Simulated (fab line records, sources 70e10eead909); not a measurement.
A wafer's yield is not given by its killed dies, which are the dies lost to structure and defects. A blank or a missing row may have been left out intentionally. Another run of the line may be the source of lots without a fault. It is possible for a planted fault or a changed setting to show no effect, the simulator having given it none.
Which tool is to blame? -- flow nand harc -- 15 lots, 45 wafers sampled, at 2 steps of a route of 1302

## WHAT EACH GAUGE READ, for each wafer
NHARC_P_STI_OVL_MEAS_10.
lot,measured,on,overlay x nm (nm),overlay y nm (nm)
L818,day 2 20:52,overlay-01,8 7 8,8 8 8
L819,day 3 08:11,overlay-01,10 11 10,2 2 2
L821,day 4 02:55,overlay-01,-4 -4 -3,6 5 6
L823,day 4 21:43,overlay-02,-7 -6 -6,-5 -5 -5
L824,day 5 12:02,overlay-01,-6 -6 -7,4 4 4
L825,day 5 20:09,overlay-02,-3 -3 -3,11 11 11
L826,day 6 02:13,overlay-01,9 9 9,1 1 0
L827,day 6 13:10,overlay-02,2 2 3,-3 -3 -4
L828,day 7 01:05,overlay-02,4 4 4,-5 -5 -5
L829,day 7 11:51,overlay-02,2 2 2,4 4 5
L830,day 7 19:47,overlay-01,2 2 2,-2 -2 -3
L833,day 9 00:37,overlay-02,0 0 0,1 1 1
L839,day 11 13:58,overlay-02,0 0 1,4 4 4
L840,day 12 01:08,overlay-01,3 4 4,3 3 3
L841,day 12 10:31,overlay-01,4 5 5,-2 -1 -1

## TOOL THAT RAN EACH LOT (tool first, then ch and the chambers of the sampled wafers, then the start)
lot,NHARC_P_ZERO_WELL_DESCUM_39
L818,"rie diel-13 ch 0,2,3, day 2 00:43"
L819,"rie diel-10 ch 0,2,3, day 2 10:23"
L821,"rie diel-11 ch 1,3, day 3 06:31"
L823,"rie diel-11 ch 1,2, day 4 02:10"
L824,"rie diel-10 ch 2,3, day 4 12:38"
L825,"rie diel-11 ch 1,2,3, day 5 02:23"
L826,"rie diel-11 ch 1,3, day 5 08:23"
L827,"rie diel-11 ch 0,2,3, day 5 18:26"
L828,"rie diel-11 ch 0,1,3, day 6 04:36"
L829,"rie diel-13 ch 1,2,3, day 6 14:16"
L830,"rie diel-11 ch 0,2,3, day 7 00:50"
L833,"rie diel-13 ch 0,1,2, day 8 06:28"
L839,"rie diel-13 ch 0,2,3, day 10 18:44"
L840,"rie diel-11 ch 0,1,3, day 11 04:19"
L841,"rie diel-11 ch 2,3, day 11 14:25"
- NHARC_P_ZERO_WELL_DESCUM_39: chemistry O2, time 3 s.

## AS READ BY THE TOOLS THEMSELVES (means over the sampled wafers that have a number; for cases with no such wafer, the mark the record gives instead)
NHARC_P_ZERO_WELL_DESCUM_39.
lot,tool,drypump motor current A (A),oes product au (a.u.),rf vpp V (V),showerhead plenum p Torr (Torr),throttle valve pct (%)
L818,rie diel-13,5.79,0.991,57.1,1.87,11.309
L819,rie diel-10,5.64,0.998,57.6,1.86,11.307
L821,rie diel-11,5.77,0.989,57.9,1.93,11.308
L823,rie diel-11,5.79,0.994,57.6,1.92,11.305
L824,rie diel-10,5.78,1.001,56.9,1.84,11.306
L825,rie diel-11,5.76,0.999,58.0,1.92,11.312
L826,rie diel-11,5.75,0.985,57.2,1.93,11.304
L827,rie diel-11,6.00,0.991,57.4,1.86,11.310
L828,rie diel-11,5.85,0.998,57.3,1.89,11.318
L829,rie diel-13,5.75,0.994,57.6,1.83,11.314
L830,rie diel-11,6.01,0.990,57.7,1.86,11.314
L833,rie diel-13,5.85,0.980,58.1,1.84,11.313
L839,rie diel-13,5.78,0.991,57.3,1.85,11.322
L840,rie diel-11,5.85,0.991,57.0,1.88,11.311
L841,rie diel-11,5.91,1.003,56.9,1.88,11.308

## THE ANSWER, worked out from the rows above alone
Rule: the lots themselves supply what counts as usual. The widest of any qualifying gaps counts: lots, ordered by their means at a reading, are off when they make up no more than a third of the lots, leave a main group of 4 or more, and stand apart from it by 3 or more times the standard deviation of that group's means. If all means in a main group match to the digits the tables above print for the reading, that group is not used. Also off: a lot with no number at a reading for which 4 or more lots have one. Any other lot the step has rows for is counted as sound. After the gauges, taken in route order, come the tools' own readings; for these a lot's mean is taken, as printed above. The first step at which some lot is off is used, and at that step the reading that is off furthest; a lot without a number counts as furthest.
Nothing can be told from this: no lot is off at any reading shown.

## WHAT THE SIMULATOR HAD INSERTED
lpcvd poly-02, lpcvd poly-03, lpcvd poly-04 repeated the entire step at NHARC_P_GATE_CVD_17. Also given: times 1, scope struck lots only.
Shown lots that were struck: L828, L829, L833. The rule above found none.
